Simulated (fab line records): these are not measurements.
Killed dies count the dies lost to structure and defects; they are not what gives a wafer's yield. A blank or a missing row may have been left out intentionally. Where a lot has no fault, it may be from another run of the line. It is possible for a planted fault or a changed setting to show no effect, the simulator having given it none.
fab line records + flow n5-finfet
record
- lots=7
- wafers=39
route steps=1938 shown DUMMY_GATE@228 GATE_CUT@466 MOL_CONTACT_COAG@531
start-h: hours from the record's opening day to when the first of the lot's shown wafers began + wait-h: how many hours have passed since the lot's step before this one + " the same as in the row above + L1.1+2: one row covering several wafers at once + - no value, or no start was given + * or withheld: withheld + < > ~ a bound
route shown NAME@n: a module of which the file shows steps, and the number in the route of the first + usual: mean/standard deviation taken from wafers without a fault + same: alike in all rows + chamber/n: place in a boat + sites: the reading at each site + _std_site: standard deviation across them + _edge_site: mean of outer sites minus mean of inner sites + radius-mm: how far each site lies from the wafer's centre + mask NAME#n: copy n + behind: the tool/chamber that last shaped the wafer + hold: why the lot was held/for how many hours/how that ended + device: whichever transistor did not switch (one of n, p or np) + end of line: tests of these same wafers at the route's end + for a step that has no rows: nothing shown but its recipe + killed: the dies lost at the first sort to structure and to defects; this is not the yield of the wafer + map: a wafer's dies, marking killed ones x, the rest . and places with no die _
set.NAME: the setting that was run; set.NAME@STEP: the one run at that earlier step + model.NAME: the simulator's own value behind a step, which no gauge read
lots whose settings were changed on purpose; a table a step, a row a wafer
## steps
# step N5_DUMMY_GATE_EXPOSE_12
# recipe
- mask-id=GATE
- na=0.33
- source-shape=annular
- sigma-inner=0.2
- sigma-outer=0.6
- polarization=unpolarized
- target-cd-nm=25
- dose-mj=34
| lot.wafer        | tool           | chamber | start-h | wait-h | mask   | set.dose-mj |
|------------------|----------------|---------|---------|--------|--------|-------------|
| L076.1+5+6       | euv-scanner-02 | 0       | 57.95   | -      | GATE#0 | 33.28       |
| L076.2+3+4       | "              | 0       | "       | "      | GATE#0 | 34          |
| L077.1+3+4       | euv-scanner-01 | 0       | 63.91   | -      | GATE#0 | 34          |
| L077.2+5+6       | "              | 0       | "       | "      | GATE#0 | 31.35       |
| L078.1+2+4       | euv-scanner-02 | 0       | 70.13   | -      | GATE#0 | 34          |
| L084.1+3+5       | euv-scanner-02 | 0       | 105.22  | -      | GATE#0 | 34          |
| L084.2+4+6       | "              | 0       | "       | "      | GATE#0 | 32.8        |
| L087.1+2+3+4+5+6 | euv-scanner-01 | 0       | 126.49  | -      | GATE#0 | 34          |
| L093.1+5+6       | euv-scanner-01 | 0       | 158.88  | -      | GATE#0 | 31.39       |
| L093.2+3+4       | "              | 0       | "       | "      | GATE#0 | 34          |
| L096.1+4+5       | euv-scanner-02 | 0       | 177.71  | -      | GATE#0 | 36.3        |
| L096.2+3+6       | "              | 0       | "       | "      | GATE#0 | 34          |
# step N5_DUMMY_GATE_PEB_13
# recipe
- peb-temp-c=100
- peb-time-s=60
- resist=CAR-EUV
# step N5_DUMMY_GATE_DEVELOP_14
# recipe
- develop-time-s=30
- developer=TMAH
- resist=CAR-EUV
- rinse-liquid=surfactant-rinse
- dry=air-spin
- dev-temp-c=23
# step N5_DUMMY_GATE_CD_MEAS_15
# recipe
- target-cd-nm=25.8
- landing-energy-ev=500
- detector=se-inlens
# usual
- cd-nm=24.97/0.23
| lot.wafer | tool      | chamber | start-h | wait-h | set.dose-mj@DUMMY_GATE_EXPOSE_12 | cd-nm |
|-----------|-----------|---------|---------|--------|----------------------------------|-------|
| L076.1    | cd-sem-01 | 0       | 58.08   | -      | 33.28                            | 25.09 |
| L076.2    | "         | 0       | "       | "      | 34                               | 25.19 |
| L076.3    | "         | 0       | "       | "      | 34                               | 25.11 |
| L076.4    | "         | 0       | "       | "      | 34                               | 25.05 |
| L076.5    | "         | 0       | "       | "      | 33.28                            | 25.07 |
| L076.6    | "         | 0       | "       | "      | 33.28                            | 25.45 |
| L077.1    | cd-sem-02 | 0       | 64.04   | -      | 34                               | 24.87 |
| L077.2    | "         | 0       | "       | "      | 31.35                            | 26.26 |
| L077.3    | "         | 0       | "       | "      | 34                               | 25.27 |
| L077.4    | "         | 0       | "       | "      | 34                               | 24.44 |
| L077.5    | "         | 0       | "       | "      | 31.35                            | 26.29 |
| L077.6    | "         | 0       | "       | "      | 31.35                            | 26.55 |
| L078.1    | cd-sem-02 | 0       | 70.26   | -      | 34                               | 24.89 |
| L078.2    | "         | 0       | "       | "      | 34                               | 25.05 |
| L078.4    | "         | 0       | "       | "      | 34                               | 24.73 |
| L084.1    | cd-sem-02 | 0       | 105.35  | -      | 34                               | 25.20 |
| L084.2    | "         | 0       | "       | "      | 32.8                             | 25.80 |
| L084.3    | "         | 0       | "       | "      | 34                               | 25.21 |
| L084.4    | "         | 0       | "       | "      | 32.8                             | 25.80 |
| L084.5    | "         | 0       | "       | "      | 34                               | 24.81 |
| L084.6    | "         | 0       | "       | "      | 32.8                             | 25.44 |
| L087.1    | cd-sem-03 | 0       | 126.61  | -      | 34                               | 24.84 |
| L087.2    | "         | 0       | "       | "      | 34                               | 25.34 |
| L087.3    | "         | 0       | "       | "      | 34                               | 24.33 |
| L087.4    | "         | 0       | "       | "      | 34                               | 25.15 |
| L087.5    | "         | 0       | "       | "      | 34                               | 24.97 |
| L087.6    | "         | 0       | "       | "      | 34                               | 24.59 |
| L093.1    | cd-sem-03 | 0       | 159.00  | -      | 31.39                            | 26.65 |
| L093.2    | "         | 0       | "       | "      | 34                               | 24.95 |
| L093.3    | "         | 0       | "       | "      | 34                               | 24.86 |
| L093.4    | "         | 0       | "       | "      | 34                               | 24.87 |
| L093.5    | "         | 0       | "       | "      | 31.39                            | 26.46 |
| L093.6    | "         | 0       | "       | "      | 31.39                            | 26.20 |
| L096.1    | cd-sem-01 | 0       | 177.83  | -      | 36.3                             | 23.21 |
| L096.2    | "         | 0       | "       | "      | 34                               | 25.06 |
| L096.3    | "         | 0       | "       | "      | 34                               | 24.99 |
| L096.4    | "         | 0       | "       | "      | 36.3                             | 23.80 |
| L096.5    | "         | 0       | "       | "      | 36.3                             | 23.60 |
| L096.6    | "         | 0       | "       | "      | 34                               | 25.25 |
# step N5_DUMMY_GATE_ETCH_37
# recipe
- chemistry=N2/H2
- target=SOC
- target-depth-a=600
- overetch-a=300
- temp-c=40
- ion-energy-ev=200
- pressure-mtorr=30
- source-w=840
- bias-w=150
- n2-flow-sccm=200
- h2-flow-sccm=200
# usual
- rf-vpp-V=524.2/2.2
| lot.wafer | tool        | chamber | start-h | wait-h | set.source-w | rf-vpp-V |
|-----------|-------------|---------|---------|--------|--------------|----------|
| L076.1    | rie-diel-01 | 1       | 58.54   | 0.0    | 840          | 521.9    |
| L076.2    | "           | 2       | "       | "      | 840          | 523.3    |
| L076.3    | "           | 3       | "       | "      | 840          | 527.5    |
| L076.4    | "           | 0       | "       | "      | 840          | 526.0    |
| L076.5    | "           | 1       | "       | "      | 840          | 522.9    |
| L076.6    | "           | 2       | "       | "      | 840          | 523.7    |
| L077.1    | rie-diel-06 | 0       | 64.31   | 0.0    | 840          | 522.4    |
| L077.2    | "           | 2       | "       | "      | 950          | 505.0    |
| L077.3    | "           | 1       | "       | "      | 950          | 502.5    |
| L077.4    | "           | 1       | "       | "      | 950          | 503.9    |
| L077.5    | "           | 0       | "       | "      | 840          | 521.6    |
| L077.6    | "           | 2       | "       | "      | 840          | 526.5    |
| L078.1    | rie-diel-01 | 3       | 70.53   | 0.0    | 840          | 527.9    |
| L078.2    | "           | 1       | "       | "      | 840          | 523.4    |
| L078.4    | "           | 0       | "       | "      | 840          | 526.4    |
| L084.1    | rie-diel-02 | 3       | 105.62  | 0.0    | 888.7        | 513.3    |
| L084.2    | "           | 1       | "       | "      | 840          | 520.4    |
| L084.3    | "           | 2       | "       | "      | 888.7        | 518.0    |
| L084.4    | "           | 0       | "       | "      | 840          | 520.2    |
| L084.5    | "           | 2       | "       | "      | 840          | 528.2    |
| L084.6    | "           | 3       | "       | "      | 888.7        | 513.7    |
| L087.1    | rie-diel-02 | 2       | 126.89  | 0.0    | 895.4        | 514.7    |
| L087.2    | "           | 0       | "       | "      | 840          | 520.9    |
| L087.3    | "           | 3       | "       | "      | 895.4        | 513.1    |
| L087.4    | "           | 1       | "       | "      | 840          | 520.7    |
| L087.5    | "           | 0       | "       | "      | 895.4        | 510.4    |
| L087.6    | "           | 3       | "       | "      | 840          | 523.0    |
| L093.1    | rie-diel-06 | 3       | 159.28  | 0.0    | 840          | 523.5    |
| L093.2    | "           | 2       | "       | "      | 840          | 527.7    |
| L093.3    | "           | 0       | "       | "      | 734.6        | 545.8    |
| L093.4    | "           | 1       | "       | "      | 734.6        | 547.3    |
| L093.5    | "           | 0       | "       | "      | 840          | 521.8    |
| L093.6    | "           | 3       | "       | "      | 734.6        | 549.5    |
| L096.1    | rie-diel-02 | 2       | 179.64  | 0.0    | 986.7        | 499.4    |
| L096.2    | "           | 0       | "       | "      | 840          | 519.5    |
| L096.3    | "           | 3       | "       | "      | 986.7        | 494.7    |
| L096.4    | "           | 1       | "       | "      | 840          | 520.2    |
| L096.5    | "           | 1       | "       | "      | 986.7        | 493.2    |
| L096.6    | "           | 2       | "       | "      | 840          | 527.2    |
# step N5_DUMMY_GATE_ETCH_31
# recipe
- chemistry=C4F6/O2
- target=SiO2
- mask-material=SOC
- target-depth-a=825
- time-s=27.5
- ion-energy-ev=250
- pressure-mtorr=30
- source-w=345
- bias-w=185
- Ar_flow_sccm=300
- C4F6_flow_sccm=10
- O2_flow_sccm=10
| lot.wafer | tool        | chamber | start-h | wait-h | set.target-depth-a | model.etch.depth-nm | model.SOC_of_DUMMY_GATE_COAT_34.thk-nm |
|-----------|-------------|---------|---------|--------|--------------------|---------------------|----------------------------------------|
| L076.1    | rie-diel-06 | 1       | 59.06   | 0.3    | 825                | 81.21               | 52.2                                   |
| L076.2    | "           | 2       | "       | "      | 930.5              | 93.34               | 50.8                                   |
| L076.3    | "           | 0       | "       | "      | 825                | 80.34               | 51.6                                   |
| L076.4    | "           | 1       | "       | "      | 930.5              | 92.3                | 50.8                                   |
| L076.5    | "           | 2       | "       | "      | 825                | 81.69               | 52                                     |
| L076.6    | "           | 0       | "       | "      | 930.5              | 90.98               | 50.8                                   |
| L077.1    | rie-diel-06 | 1       | 64.59   | 0.0    | 902.2              | 88.65               | 51.4                                   |
| L077.2    | "           | 2       | "       | "      | 825                | 82.07               | 51.8                                   |
| L077.3    | "           | 0       | "       | "      | 825                | 80.72               | 51.6                                   |
| L077.4    | "           | 2       | "       | "      | 902.2              | 89.35               | 51                                     |
| L077.5    | "           | 0       | "       | "      | 825                | 80.23               | 51.8                                   |
| L077.6    | "           | 1       | "       | "      | 902.2              | 89.05               | 51.4                                   |
| L078.1    | rie-diel-06 | 1       | 70.81   | 0.0    | 825                | 81.1                | 52                                     |
| L078.2    | "           | 2       | "       | "      | 825                | 82.1                | 51.6                                   |
| L078.4    | "           | 0       | "       | "      | 825                | 80.79               | 51.8                                   |
| L084.1    | rie-diel-02 | 1       | 105.97  | 0.1    | 825                | 84                  | 51.8                                   |
| L084.2    | "           | 3       | "       | "      | 918.6              | 90.49               | 50.8                                   |
| L084.3    | "           | 0       | "       | "      | 918.6              | 92.22               | 50.8                                   |
| L084.4    | "           | 2       | "       | "      | 825                | 83.15               | 52                                     |
| L084.5    | "           | 1       | "       | "      | 825                | 83.52               | 52                                     |
| L084.6    | "           | 2       | "       | "      | 918.6              | 92.2                | 50.8                                   |
| L087.1    | rie-diel-06 | 0       | 127.43  | 0.2    | 918.8              | 90.34               | 50.8                                   |
| L087.2    | "           | 2       | "       | "      | 918.8              | 91.46               | 50.6                                   |
| L087.3    | "           | 1       | "       | "      | 825                | 82.44               | 51.6                                   |
| L087.4    | "           | 3       | "       | "      | 825                | 84.71               | 51.4                                   |
| L087.5    | "           | 0       | "       | "      | 825                | 80.66               | 51.4                                   |
| L087.6    | "           | 3       | "       | "      | 918.8              | 94.33               | 50.6                                   |
| L093.1    | rie-diel-06 | 2       | 159.56  | 0.0    | 825                | 82.95               | 51.8                                   |
| L093.2    | "           | 0       | "       | "      | 825                | 81.26               | 51.8                                   |
| L093.3    | "           | 3       | "       | "      | 825                | 85.17               | 51.6                                   |
| L093.4    | "           | 1       | "       | "      | 825                | 81.92               | 52                                     |
| L093.5    | "           | 1       | "       | "      | 825                | 82.74               | 52                                     |
| L093.6    | "           | 0       | "       | "      | 825                | 81.62               | 51.8                                   |
| L096.1    | rie-diel-02 | 2       | 180.57  | 0.6    | 825                | 80.43               | 52                                     |
| L096.2    | "           | 0       | "       | "      | 755.3              | 74.43               | 52.6                                   |
| L096.3    | "           | 3       | "       | "      | 825                | 79.32               | 51.8                                   |
| L096.4    | "           | 1       | "       | "      | 755.3              | 75.33               | 52.2                                   |
| L096.5    | "           | 2       | "       | "      | 755.3              | 73.6                | 52.4                                   |
| L096.6    | "           | 1       | "       | "      | 825                | 82.29               | 51.6                                   |
# step N5_DUMMY_GATE_STRIP_41
# recipe
- chemistry=O2
- power-w=400
- temp-c=40
- pressure-mtorr=30
- rf-frequency-hz=6e+07
- bias-power-w=0
- overash-fraction=0.3
- o2-flow-sccm=225
# step N5_DUMMY_GATE_HM_OPEN_21
# recipe
- chemistry=CH3F/O2
- target=SiNx
- target-depth-a=1200
- Ar_flow_sccm=150
- CH3F_flow_sccm=30
- O2_flow_sccm=23
- time-s=171.4
- pressure-mtorr=30
- source-w=395
- bias-w=73
- ion-energy-ev=120.7
# step N5_DUMMY_GATE_ETCH_32
# recipe
- chemistry=CF4
- target=SiO2
- target-depth-a=35
- time-s=3.9
- ion-energy-ev=350
- pressure-mtorr=10
- icp-w=800
- bias-w=400
- cf4-flow-sccm=80
# step N5_DUMMY_GATE_ETCH_23
# recipe
- chemistry=HBr/Cl2/O2
- HBr_flow_sccm=150
- Cl2_flow_sccm=80
- O2_flow_sccm=12
- bias-w=102
- target-depth-a=410
- time-s=22.3
- target=poly-Si
- mask-material=SiO2
- pressure-mtorr=10
- icp-w=800
# step N5_DUMMY_GATE_ETCH_44
# recipe
- chemistry=HBr/O2
- over-etch-frac=0.7
- target-depth-a=1275
- stop-on=SiO2
- ion-energy-ev=60
- bias-w=20
- target=poly-Si
- mask-material=SiO2
- pressure-mtorr=20
- icp-w=400
- HBr_flow_sccm=120
- O2_flow_sccm=10
| lot.wafer  | tool      | chamber | start-h | wait-h | set.dose-mj@DUMMY_GATE_EXPOSE_12 | model.DUMMY_GATE.cd-nm |
|------------|-----------|---------|---------|--------|----------------------------------|------------------------|
| L076.1+5   | rie-si-04 | 0,3     | 59.39   | 0.0    | 33.28                            | 15.4                   |
| L076.2     | "         | 2       | "       | "      | 34                               | 15.4                   |
| L076.3     | "         | 1       | "       | "      | 34                               | 15.2                   |
| L076.4     | "         | 3       | "       | "      | 34                               | 14.8                   |
| L076.6     | "         | 0       | "       | "      | 33.28                            | 15.6                   |
| L077.1+3   | rie-si-06 | 2,0     | 64.93   | 0.0    | 34                               | 14.8                   |
| L077.2     | "         | 1       | "       | "      | 31.35                            | 16                     |
| L077.4     | "         | 3       | "       | "      | 34                               | 14.6                   |
| L077.5     | "         | 0       | "       | "      | 31.35                            | 16.8                   |
| L077.6     | "         | 1       | "       | "      | 31.35                            | 16.6                   |
| L078.1     | rie-si-04 | 3       | 71.15   | 0.0    | 34                               | 15                     |
| L078.2     | "         | 1       | "       | "      | 34                               | 15.2                   |
| L078.4     | "         | 2       | "       | "      | 34                               | 14.6                   |
| L084.1     | rie-si-06 | 0       | 106.31  | 0.0    | 34                               | 15.8                   |
| L084.2     | "         | 3       | "       | "      | 32.8                             | 16.2                   |
| L084.3+5   | "         | 2,1     | "       | "      | 34                               | 14.8                   |
| L084.4     | "         | 1       | "       | "      | 32.8                             | 15.8                   |
| L084.6     | "         | 2       | "       | "      | 32.8                             | 16.4                   |
| L087.1+2+5 | rie-si-01 | 2,1,1   | 127.77  | 0.0    | 34                               | 14.6                   |
| L087.3+6   | "         | 3,2     | "       | "      | 34                               | 15.2                   |
| L087.4     | "         | 3       | "       | "      | 34                               | 15                     |
| L093.1     | rie-si-04 | 3       | 159.90  | 0.0    | 31.39                            | 16.4                   |
| L093.2     | "         | 2       | "       | "      | 34                               | 15.2                   |
| L093.3     | "         | 1       | "       | "      | 34                               | 15.4                   |
| L093.4     | "         | 1       | "       | "      | 34                               | 15                     |
| L093.5+6   | "         | 3,2     | "       | "      | 31.39                            | 16.6                   |
| L096.1     | rie-si-04 | 1       | 180.91  | 0.0    | 36.3                             | 13                     |
| L096.2     | "         | 0       | "       | "      | 34                               | 14.2                   |
| L096.3     | "         | 3       | "       | "      | 34                               | 14.8                   |
| L096.4     | "         | 2       | "       | "      | 36.3                             | 13.8                   |
| L096.5     | "         | 2       | "       | "      | 36.3                             | 13.6                   |
| L096.6     | "         | 1       | "       | "      | 34                               | 14                     |
# step N5_GATE_CUT_ETCH_56
# recipe
- chemistry=Cl2/Ar
- target=TiN
- target-depth-a=216
- pressure-mtorr=10
- icp-w=600
- bias-w=60
- Cl2_flow_sccm=40
- Ar_flow_sccm=60
| lot.wafer | tool         | chamber | start-h | wait-h | set.target-depth-a | model.etch.depth-nm |
|-----------|--------------|---------|---------|--------|--------------------|---------------------|
| L076.1    | rie-metal-01 | 1       | 92.63   | 0.1    | 216                | 20.62               |
| L076.2    | "            | 0       | "       | "      | 216                | 22.03               |
| L076.3    | "            | 0       | "       | "      | 216                | 21.98               |
| L076.4    | "            | 1       | "       | "      | 190.4              | 18.05               |
| L076.5    | "            | 0       | "       | "      | 190.4              | 19.19               |
| L076.6    | "            | 1       | "       | "      | 190.4              | 18.01               |
| L077.1    | rie-metal-03 | 1       | 98.69   | 0.1    | 216                | 22.79               |
| L077.2    | "            | 0       | "       | "      | 216                | 22.6                |
| L077.3    | "            | 0       | "       | "      | 206                | 21.43               |
| L077.4    | "            | 1       | "       | "      | 206                | 21.71               |
| L077.5    | "            | 1       | "       | "      | 216                | 22.62               |
| L077.6    | "            | 0       | "       | "      | 206                | 21.5                |
| L078.1    | rie-metal-01 | 0       | 105.01  | 0.1    | 216                | 22.02               |
| L078.2    | "            | 1       | "       | "      | 216                | 20.52               |
| L078.4    | "            | 0       | "       | "      | 216                | 21.9                |
| L084.1    | rie-metal-03 | 0       | 138.71  | 0.1    | 188.7              | 19.62               |
| L084.2    | "            | 1       | "       | "      | 188.7              | 19.57               |
| L084.3    | "            | 0       | "       | "      | 216                | 22.44               |
| L084.4    | "            | 1       | "       | "      | 216                | 22.15               |
| L084.5    | "            | 0       | "       | "      | 216                | 22.42               |
| L084.6    | "            | 1       | "       | "      | 188.7              | 19.5                |
| L087.1    | rie-metal-01 | 1       | 160.24  | 0.1    | 216                | 20.09               |
| L087.2    | "            | 0       | "       | "      | 216                | 21.79               |
| L087.3    | "            | 0       | "       | "      | 216                | 21.68               |
| L087.4    | "            | 1       | "       | "      | 195.8              | 18.39               |
| L087.5    | "            | 1       | "       | "      | 195.8              | 18.42               |
| L087.6    | "            | 0       | "       | "      | 195.8              | 19.7                |
| L093.1    | rie-metal-03 | 1       | 191.39  | 0.1    | 216                | 22.4                |
| L093.2    | "            | 0       | "       | "      | 216                | 22.38               |
| L093.3+5  | "            | 0,1     | "       | "      | 216                | 22.34               |
| L093.4    | "            | 1       | "       | "      | 216                | 22.47               |
| L093.6    | "            | 0       | "       | "      | 216                | 22.61               |
| L096.1    | rie-metal-02 | 0       | 214.05  | 0.2    | 216                | 22.24               |
| L096.2    | "            | 0       | "       | "      | 202.7              | 20.96               |
| L096.3    | "            | 0       | "       | "      | 202.7              | 20.88               |
| L096.4    | "            | 0       | "       | "      | 216                | 22.46               |
| L096.5    | "            | 0       | "       | "      | 202.7              | 20.85               |
| L096.6    | "            | 0       | "       | "      | 216                | 22.3                |
# step N5_MOL_CONTACT_COAG_ETCH_105
# recipe
- chemistry=CF4
- target=SiARC
- target-depth-a=156
- mask-material=CAR-EUV
- time-s=26
- ion-energy-ev=80
- pressure-mtorr=40
- source-w=545
- bias-w=36
- Ar_flow_sccm=100
- cf4-flow-sccm=100
- ends=cleared
# usual
- rf-vpp-V=184.2/1.1
| lot.wafer | tool        | chamber | start-h | wait-h | set.bias-w | rf-vpp-V |
|-----------|-------------|---------|---------|--------|------------|----------|
| L076.1    | rie-diel-03 | 3       | 100.01  | 0.0    | 38.21      | 189.5    |
| L076.2    | "           | 1       | "       | "      | 36         | 183.9    |
| L076.3    | "           | 2       | "       | "      | 36         | 184.4    |
| L076.4    | "           | 0       | "       | "      | 38.21      | 193.5    |
| L076.5    | "           | 0       | "       | "      | 36         | 185.8    |
| L076.6    | "           | 3       | "       | "      | 38.21      | 191.0    |
| L077.1    | rie-diel-04 | 3       | 106.77  | 0.0    | 29.86      | 164.5    |
| L077.2    | "           | 1       | "       | "      | 36         | 184.7    |
| L077.3    | "           | 2       | "       | "      | 29.86      | 162.1    |
| L077.4    | "           | 0       | "       | "      | 36         | 183.8    |
| L077.5    | "           | 1       | "       | "      | 36         | 184.9    |
| L077.6    | "           | 2       | "       | "      | 29.86      | 162.1    |
| L078.1    | rie-diel-03 | 0       | 114.16  | 0.0    | 36         | 185.0    |
| L078.2    | "           | 1       | "       | "      | 36         | 184.4    |
| L078.4    | "           | 1       | "       | "      | 36         | 183.9    |
| L084.1    | rie-diel-03 | 2       | 146.58  | 0.0    | 36         | 184.4    |
| L084.2    | "           | 3       | "       | "      | 36         | 183.3    |
| L084.3    | "           | 0       | "       | "      | 36         | 185.3    |
| L084.4    | "           | 1       | "       | "      | 40.41      | 198.9    |
| L084.5    | "           | 1       | "       | "      | 40.41      | 198.0    |
| L084.6    | "           | 0       | "       | "      | 40.41      | 198.4    |
| L087.1    | rie-diel-04 | 0       | 167.93  | 0.0    | 36         | 184.9    |
| L087.2    | "           | 3       | "       | "      | 31.82      | 171.5    |
| L087.3    | "           | 1       | "       | "      | 31.82      | 171.7    |
| L087.4    | "           | 2       | "       | "      | 36         | 183.2    |
| L087.5    | "           | 2       | "       | "      | 36         | 185.0    |
| L087.6    | "           | 1       | "       | "      | 31.82      | 170.8    |
| L093.1    | rie-diel-03 | 1       | 199.04  | 0.0    | 39.45      | 196.0    |
| L093.2    | "           | 0       | "       | "      | 36         | 185.2    |
| L093.3    | "           | 2       | "       | "      | 36         | 183.3    |
| L093.4    | "           | 1       | "       | "      | 39.45      | 195.4    |
| L093.5    | "           | 2       | "       | "      | 36         | 182.6    |
| L093.6    | "           | 0       | "       | "      | 39.45      | 197.1    |
| L096.1    | rie-diel-04 | 1       | 221.59  | 0.0    | 39.44      | 195.0    |
| L096.2    | "           | 2       | "       | "      | 36         | 183.6    |
| L096.3    | "           | 3       | "       | "      | 39.44      | 195.5    |
| L096.4    | "           | 2       | "       | "      | 39.44      | 193.4    |
| L096.5    | "           | 1       | "       | "      | 36         | 184.0    |
| L096.6    | "           | 3       | "       | "      | 36         | 183.9    |
# step N5_MOL_CONTACT_COAG_ALD_133
# recipe
- material=SiO2
- target-thk-a=50
- temp-c=100
- ald-precursor-family=BDEAS
- ald-co-reactant=O2-plasma
- pulse-time-s=1
- co-reactant-pulse-time-s=1
- purge-time-s=2
- co-reactant-purge-time-s=2
- ald-cycles=35
- pressure-torr=2
| lot.wafer        | tool       | chamber     | start-h | wait-h | set.ald-cycles | model.SiO2_of_MOL_CONTACT_COAG_ALD_133.thk-nm |
|------------------|------------|-------------|---------|--------|----------------|-----------------------------------------------|
| L076.1+2+3+4+5+6 | ald-sin-01 | 0,3,1,2,2,1 | 112.04  | 0.1    | 35             | 5                                             |
| L077.1+2+3+4+5+6 | ald-sin-04 | 2,3,0,1,0,3 | 117.81  | 0.1    | 35             | 5                                             |
| L078.1+2+4       | ald-sin-03 | 1,2,3       | 128.79  | 0.4    | 35             | 5                                             |
| L084.1+4+5       | ald-sin-03 | 2,3,0       | 159.02  | 0.1    | 29             | 4.2                                           |
| L084.2+3+6       | "          | 0,1,3       | "       | "      | 35             | 5                                             |
| L087.1+2+3+4+5+6 | ald-sin-03 | 3,2,1,2,3,1 | 182.08  | 0.5    | 35             | 5                                             |
| L093.1+3+4       | ald-sin-04 | 1,2,3       | 210.13  | 0.1    | 35             | 5                                             |
| L093.2+6         | "          | 0           | "       | "      | 37             | 5.4                                           |
| L093.5           | "          | 1           | "       | "      | 37             | 5.2                                           |
| L096.1           | ald-sin-01 | 2           | 233.74  | 0.1    | 37             | 5.2                                           |
| L096.2+4+6       | "          | 1,3,2       | "       | "      | 35             | 5                                             |
| L096.3+5         | "          | 0,3         | "       | "      | 37             | 5.4                                           |
# step N5_MOL_CONTACT_COAG_ETCH_67
# recipe
- chemistry=N2/H2
- target=SOC
- target-depth-a=600
- overetch-a=210
- mask-material=SiARC
- temp-c=40
- time-s=101.2
- ion-energy-ev=200
- pressure-mtorr=30
- source-w=840
- bias-w=150
- n2-flow-sccm=200
- h2-flow-sccm=200
# usual
- rf-vpp-V=524.4/3
| lot.wafer | tool        | chamber | start-h | wait-h | set.source-w | rf-vpp-V |
|-----------|-------------|---------|---------|--------|--------------|----------|
| L076.1    | rie-diel-04 | 0       | 112.40  | 0.0    | 840          | 525.9    |
| L076.2    | "           | 2       | "       | "      | 840          | 520.4    |
| L076.3    | "           | 1       | "       | "      | 840          | 525.3    |
| L076.4    | "           | 3       | "       | "      | 840          | 526.3    |
| L076.5    | "           | 1       | "       | "      | 840          | 526.5    |
| L076.6    | "           | 2       | "       | "      | 840          | 519.5    |
| L077.1    | rie-diel-05 | 3       | 118.05  | 0.0    | 840          | 524.8    |
| L077.2    | "           | 1       | "       | "      | 949.8        | 498.6    |
| L077.3    | "           | 0       | "       | "      | 840          | 528.5    |
| L077.4    | "           | 3       | "       | "      | 840          | 524.0    |
| L077.5    | "           | 0       | "       | "      | 949.8        | 505.9    |
| L077.6    | "           | 1       | "       | "      | 949.8        | 498.6    |
| L078.1    | rie-diel-03 | 0       | 129.01  | 0.0    | 840          | 526.0    |
| L078.2    | "           | 3       | "       | "      | 840          | 524.1    |
| L078.4    | "           | 2       | "       | "      | 840          | 519.7    |
| L084.1    | rie-diel-05 | 0       | 159.23  | 0.0    | 840          | 528.7    |
| L084.2    | "           | 2       | "       | "      | 840          | 529.2    |
| L084.3    | "           | 3       | "       | "      | 682.8        | 560.1    |
| L084.4    | "           | 1       | "       | "      | 840          | 519.5    |
| L084.5    | "           | 2       | "       | "      | 682.8        | 565.6    |
| L084.6    | "           | 1       | "       | "      | 682.8        | 558.1    |
| L087.1    | rie-diel-05 | 1       | 182.29  | 0.0    | 840          | 520.5    |
| L087.2    | "           | 0       | "       | "      | 840          | 527.2    |
| L087.3    | "           | 3       | "       | "      | 840          | 521.2    |
| L087.4    | "           | 2       | "       | "      | 840          | 529.0    |
| L087.5    | "           | 0       | "       | "      | 840          | 526.5    |
| L087.6    | "           | 3       | "       | "      | 840          | 523.4    |
| L093.1    | rie-diel-05 | 3       | 210.42  | 0.0    | 840          | 522.8    |
| L093.2    | "           | 1       | "       | "      | 840          | 519.7    |
| L093.3    | "           | 2       | "       | "      | 794.9        | 537.7    |
| L093.4    | "           | 0       | "       | "      | 794.9        | 537.5    |
| L093.5    | "           | 0       | "       | "      | 794.9        | 535.8    |
| L093.6    | "           | 3       | "       | "      | 840          | 523.8    |
| L096.1    | rie-diel-03 | 3       | 233.95  | 0.0    | 840          | 522.6    |
| L096.2    | "           | 0       | "       | "      | 840          | 525.4    |
| L096.3    | "           | 1       | "       | "      | 881.3        | 516.0    |
| L096.4    | "           | 1       | "       | "      | 881.3        | 515.9    |
| L096.5    | "           | 3       | "       | "      | 881.3        | 513.6    |
| L096.6    | "           | 0       | "       | "      | 840          | 524.9    |
## key
split
- step=N5_DUMMY_GATE_EXPOSE_12
- setting=dose-mj
- stated=34
- by=wafer
response
- step=N5_DUMMY_GATE_CD_MEAS_15
- reading=cd-nm
- change=-0.2
- per=1%
- r=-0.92
response
- step=N5_DUMMY_GATE_ETCH_44
- reading=model.DUMMY_GATE.cd-nm
- change=-0.186
- per=1%
- r=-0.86
split
- step=N5_DUMMY_GATE_ETCH_37
- setting=source-w
- stated=840
- by=wafer
response
- step=N5_DUMMY_GATE_ETCH_37
- reading=rf-vpp-V
- change=-1.57
- per=1%
- r=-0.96
split
- step=N5_DUMMY_GATE_ETCH_31
- setting=target-depth-a
- stated=825
- by=wafer
response
- step=N5_DUMMY_GATE_ETCH_31
- reading=model.etch.depth-nm
- change=+0.808
- per=1%
- r=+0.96
response
- step=N5_DUMMY_GATE_ETCH_31
- reading=model.SOC_of_DUMMY_GATE_COAT_34.thk-nm
- change=-0.079
- per=1%
- r=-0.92
split
- step=N5_GATE_CUT_ETCH_56
- setting=target-depth-a
- stated=216
- by=wafer
response
- step=N5_GATE_CUT_ETCH_56
- reading=model.etch.depth-nm
- change=+0.242
- per=1%
- r=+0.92
split
- step=N5_MOL_CONTACT_COAG_ETCH_105
- setting=bias-w
- stated=36
- by=wafer
response
- step=N5_MOL_CONTACT_COAG_ETCH_105
- reading=rf-vpp-V
- change=+1.2
- per=1%
- r=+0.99
split
- step=N5_MOL_CONTACT_COAG_ALD_133
- setting=ald-cycles
- stated=35
- by=wafer
response
- step=N5_MOL_CONTACT_COAG_ALD_133
- reading=model.SiO2_of_MOL_CONTACT_COAG_ALD_133.thk-nm
- change=+0.0488
- per=1%
- r=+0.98
split
- step=N5_MOL_CONTACT_COAG_ETCH_67
- setting=source-w
- stated=840
- by=wafer
response
- step=N5_MOL_CONTACT_COAG_ETCH_67
- reading=rf-vpp-V
- change=-1.94
- per=1%
- r=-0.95
